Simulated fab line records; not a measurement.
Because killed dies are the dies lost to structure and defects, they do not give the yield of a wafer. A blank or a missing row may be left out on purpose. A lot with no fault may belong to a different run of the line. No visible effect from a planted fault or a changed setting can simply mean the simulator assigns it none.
Comparing a struck lot with a sound one / flow n5Finfet / 30 out of 1938 route steps
Sound: wafers L275.1, L275.5, L275.6. Struck: wafer L282.3. (L282.2, L282.4 of the same lot were not struck and are left out.) The cause comes at the end.
At each step with rows: each side's tool, then ch and its chambers, then its first start. Under that, the readings that differ: sound wafers / struck wafers / difference of the means / sigmas: that difference in standard deviations of wafers without a fault.
alike: readings with means less than 2 such deviations apart, plus words and numbers identical on both sides. not compared: withheld readings, readings lacking a value on some wafer, bounds such as >300 that could conceal the same value, and numbers that have no deviation in the record and whose values overlap.
A row with sigmas, a row that says differs or no value, or rows on one side alone: a step with any of these is where the two part. Numbers that have no deviation but don't overlap get no sigmas and don't part them. A reading missing from all wafers of one side parts the sides only when that side holds two or more wafers.

first, 2 steps without rows for these wafers: N5_WELL_APT_DEVELOP_24 (develop time 45 s); N5_WELL_APT_HARDBAKE_29 (time 120 s).
N5_WELL_APT_CD_MEAS_25: target cd 200 nm.
  sound on cdSem-02 ch 0, day 2 08:58; struck on cdSem-01 ch 0, day 4 03:11
reading=cdNm (nm); sound=201.7 203.1 203.1; struck=195.0; difference=-7.6; sigmas=-3
N5_WELL_APT_OVL_MEAS_26:
  sound on overlay-02 ch 0, day 2 09:00; struck on overlay-01 ch 0, day 4 03:13
  alike: PWELL_OVL
N5_WELL_APT_INSPECT_27: inspects for defects (macro).
  sound on defectInspect-01 at day 2 09:01; struck on defectInspect-01 at day 4 03:14
  alike: rawDefectCount
N5_WELL_APT_DESCUM_30: chemistry O2, time 7.9 s.
  sound on rieDiel-02 ch 1,3, day 2 09:04; struck on rieDiel-02 ch 3, day 4 03:16
  alike: drypumpMotorCurrentA, oesProductAu, rfFwdPowerW, rfVppV, showerheadPlenumPTorr, throttleValvePct
  not compared: rfHoursCounterH
then, 3 steps without rows for these wafers: N5_WELL_APT_IMPLANT_31; N5_WELL_APT_IMPLANT_32; N5_WELL_APT_STRIP_33 (strips in SPM, time 900 s).
N5_WELL_APT_RTA_34: time 10 s.
  sound on rtpAnneal-01 ch 0, day 2 09:51; struck on rtpAnneal-01 ch 0, day 4 05:20
  alike: lampPowerPct, lamp_zone_1_pct, lamp_zone_2_pct, wafer_temp_C_max
then, 2 steps without rows for these wafers: N5_WELL_APT_OXIDE_STRIP_42 (strips SiO2 in dHF, time 45 s, target depth 12 nm); N5_WELL_APT_PRECLEAN_36 (cleans in O3/DIW, time 45 s).
N5_WELL_APT_PRECLEAN_39: cleans in dHF, time 60 s.
  sound on wetBench-03 ch 0,2,7, day 2 10:01; struck on wetBench-06 ch 1,4,7, day 4 05:34
then, 1 step without rows for these wafers: N5_WELL_APT_SRD_37 (time 30 s).
N5_WELL_APT_EPI_41: deposits Si from SiH4/H2, target thk 50 nm, time 297.7 s.
  sound on epiRpcvd-03 ch 0, day 2 10:05; struck on epiRpcvd-01 ch 0, day 4 05:50
  alike: chamberPressureTorr, throttleValvePct
N5_WELL_APT_INSPECT_38: inspects for defects (darkfield).
  sound on defectInspect-01 at day 2 10:56; struck on defectInspect-02 at day 4 06:22
reading=rawDefectCount; sound=10 11 12; struck=630; difference=+619; sigmas=+99 or more
N5_PMOS_HMC_CHANNEL_EPI_HM_DEP_34: deposits SiO2 from TEOS/O2, target thk 36 nm, time 6.9 s.
  sound on pecvd-04 ch 0,1, day 2 10:58; struck on pecvd-01 ch 2, day 4 06:25
reading=heaterPowerW (W); sound=501 515 507; struck=341; difference=-167; sigmas=-3
reading=rfFwdPowerW (W); sound=892 891 887; struck=878; difference=-12; sigmas=-3
  alike: chamberPressureTorr, showerheadPlenumPTorr, throttleValvePct
then, 7 steps without rows for these wafers: N5_PMOS_HMC_CHANNEL_EPI_COAT_31 (time 60 s, resist thk 66 nm); N5_PMOS_HMC_CHANNEL_EPI_COAT_03 (resist thk 205 nm); N5_PMOS_HMC_CHANNEL_EPI_EBR_05; N5_PMOS_HMC_CHANNEL_EPI_SOFTBAKE_04 (time 60 s); N5_PMOS_HMC_CHANNEL_EPI_EXPOSE_06 (exposes mask PMOS HMC BLK, target cd 240 nm); N5_PMOS_HMC_CHANNEL_EPI_PEB_07 (peb time 60 s); N5_PMOS_HMC_CHANNEL_EPI_DEVELOP_08 (develop time 30 s).
N5_PMOS_HMC_CHANNEL_EPI_CD_MEAS_09: target cd 237.4 nm.
  sound on cdSem-01 ch 0, day 2 11:23; struck on cdSem-03 ch 0, day 4 06:49
reading=cdNm (nm); sound=238.0 239.4 237.8; struck=236.2; difference=-2.2; sigmas=-2
N5_PMOS_HMC_CHANNEL_EPI_OVL_MEAS_10:
  sound on overlay-02 ch 0, day 2 11:25; struck on overlay-01 ch 0, day 4 06:50
  alike: PMOS_HMC_BLK_OVL
N5_PMOS_HMC_CHANNEL_EPI_INSPECT_11: inspects for defects (macro).
  sound on defectInspect-02 at day 2 11:26; struck on defectInspect-02 at day 4 06:52
reading=rawDefectCount; sound=1 2 1; struck=>300; difference=differs; sigmas=
N5_PMOS_HMC_CHANNEL_EPI_DESCUM_14: chemistry O2, time 7.9 s.
  sound on rieDiel-04 ch 0,3, day 2 11:49; struck on rieDiel-03 ch 1, day 4 06:54
  alike: drypumpMotorCurrentA, oesProductAu, rfFwdPowerW, rfVppV, showerheadPlenumPTorr, throttleValvePct
  not compared: rfHoursCounterH
-- here the record skips 7 days between the struck wafers' starts before and after, leaving off in module PMOS_HMC_CHANNEL_EPI and picking up in module BEOL_M4 (first step shown: number 1111 of the route) --
N5_BEOL_M4_RC_MEAS_101:
  sound on prober-01 ch 0, day 8 16:07; struck on prober-02 ch 0, day 11 00:22
  alike: DIBL_N, DIBL_P, IOFF_N, IOFF_P, ION_N, ION_P, SS_N, SS_P, VT_N, VT_P
-- here the record skips 4 days between the struck wafers' starts before and after, leaving off in module BEOL_M4 and picking up in module PASSIVATION (first step shown: number 1936 of the route) --
N5_PASSIVATION_PROBE_49:
  sound on prober-02 at day 12 17:05; struck on prober-02 at day 15 00:20
reading=defectLimitedYield (%); sound=90.4 88.7 91.5; struck=82.8; difference=-7.4; sigmas=-5
reading=killed_at_M0_to_M3; sound=61 63 26; struck=19; difference=-31; sigmas=-3
reading=killedAtFrontEnd; sound=35 46 48; struck=163; difference=+120; sigmas=+12
reading=killedDies; sound=113 133 100; struck=203; difference=+88; sigmas=+5
reading=sort_bin_5_function (%); sound=5.5 7.0 5.3; struck=11.2; difference=+5.3; sigmas=+5
reading=sortNPass; sound=1067 1047 1080; struck=977; difference=-88; sigmas=-5
reading=sortYieldPct (%); sound=90.4 88.7 91.5; struck=82.8; difference=-7.4; sigmas=-5
  alike: killed_at_M4_up, killedAtContacts, killedAtOther, killedOpen, killedShort, sort_bin_4_leakage, sort_bin_6_memory

== WHERE THEY PART ==
Last at N5_PASSIVATION_PROBE_49 as far as this record goes, first at N5_WELL_APT_CD_MEAS_25.

WHY: what had been put in by the simulator
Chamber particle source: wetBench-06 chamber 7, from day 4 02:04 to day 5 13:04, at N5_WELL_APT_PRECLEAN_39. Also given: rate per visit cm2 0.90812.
